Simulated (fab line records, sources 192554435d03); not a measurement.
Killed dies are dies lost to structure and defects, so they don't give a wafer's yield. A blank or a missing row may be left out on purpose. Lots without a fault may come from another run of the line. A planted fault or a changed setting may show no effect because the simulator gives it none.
A struck lot beside a sound one | flow n5_finfet | 20 steps out of a route of 1938
Sound: wafers L800.1, L800.2, L800.4. Struck: wafers L809.3, L809.5, L809.6. The cause comes at the end.
At each step with rows: each side's tool, then ch and its chambers, then its first start. Under that, the readings that differ: sound wafers | struck wafers | difference of the means | sigmas: that difference in standard deviations of wafers without a fault.
alike: readings whose means differ by less than 2 such deviations, and words and numbers that are the same on both sides. not compared: withheld readings, readings that some wafer has no value for, bounds like >300 that may hide the same value, and numbers for which the record gives no deviation and whose values overlap.
The two part at a step that has a row with sigmas, a row that says differs or no value, or rows on one side only. Numbers that don't overlap but have no deviation are shown without sigmas and don't part them. A reading that every wafer of one side lacks parts them only if that side has two wafers or more.

first, 1 step without rows for these wafers: N5_PASSIVATION_STRIP_14 (strips in O2).
N5_PASSIVATION_ETCH_15: etches SiCN in CF4/N2, target depth 75 nm, time 81.2 s.
  sound on rie_diel-05 ch 0,1,3; struck on rie_diel-05 ch 0,2,3
  alike: drypump_motor_current_A, oes_product_au, rf_vpp_V, showerhead_plenum_p_Torr, throttle_valve_pct
  not compared: rf_hours_counter_h
then, 2 steps without rows for these wafers: N5_PASSIVATION_STRIP_73 (strips in post etch residue remover, time 60 s); N5_PASSIVATION_SRD_17 (time 30 s, dry time 30 s).
N5_PASSIVATION_DEGAS_18: time 60 s.
  sound on pvd_sputter-03, day 12 18:59; struck on pvd_sputter-01, day 15 10:22
  alike: heater_power_w
N5_PASSIVATION_PRE_CLEAN_19:
  sound on pvd_sputter-03, day 12 19:01; struck on pvd_sputter-01, day 15 10:25
  alike: heater_power_w
N5_PASSIVATION_SPUTTER_20: material TaN, target thk 50 nm.
  sound on pvd_sputter-03, day 12 19:04; struck on pvd_sputter-01, day 15 10:27
  alike: substrate_temp_c, throttle_valve_pct
N5_PASSIVATION_AL_DEP_21: deposits Al, target thk 2800 nm, time 170 s.
  sound on pvd_sputter-03, day 12 19:10; struck on pvd_sputter-01, day 15 10:33
  alike: substrate_temp_c, throttle_valve_pct
then, 4 steps without rows for these wafers: N5_PASSIVATION_HMDS_23 (time 60 s); N5_PASSIVATION_COAT_24; N5_PASSIVATION_EBR_26; N5_PASSIVATION_SOFTBAKE_25 (time 90 s).
N5_PASSIVATION_EXPOSE_27: exposes mask PAD, defocus 0 nm.
  sound on krf_scanner-02 ch 0, day 12 19:35; struck on krf_scanner-02 ch 0, day 15 10:51
  reading                             | sound       | struck      | difference | sigmas
  model.PASSIVATION.overlay_x_nm (nm) | 1.6 1.6 1.6 | 244 244 244 | +242       |
  alike: mask
then, 3 steps without rows for these wafers: N5_PASSIVATION_PEB_28; N5_PASSIVATION_DEVELOP_29 (develop time 60 s); N5_PASSIVATION_HARDBAKE_31 (time 120 s).
N5_PASSIVATION_CD_MEAS_30: target cd 4000 nm.
  sound on cd_sem-03 ch 0, day 12 19:46; struck on cd_sem-02 ch 0, day 15 11:01
  alike: cd_nm
N5_PASSIVATION_OVL_MEAS_63:
  sound on overlay-01 ch 0, day 12 19:47; struck on overlay-02 ch 0, day 15 11:03
  reading      | sound   | struck      | difference | sigmas
  PAD_OVL (nm) | 2 2 -10 | 245 236 247 | +245       | +38
N5_PASSIVATION_INSPECT_64: inspects for defects (macro).
  sound on defect_inspect-01, day 12 19:49; struck on defect_inspect-02, day 15 11:04
  alike: raw_defect_count
then, 1 step without rows for these wafers: N5_PASSIVATION_PROBE_49.

WHERE THEY PART
Only at N5_PASSIVATION_OVL_MEAS_63, within this record. Later steps at which nothing parts them and some readings are alike: N5_PASSIVATION_INSPECT_64.

WHY: what the simulator had put in
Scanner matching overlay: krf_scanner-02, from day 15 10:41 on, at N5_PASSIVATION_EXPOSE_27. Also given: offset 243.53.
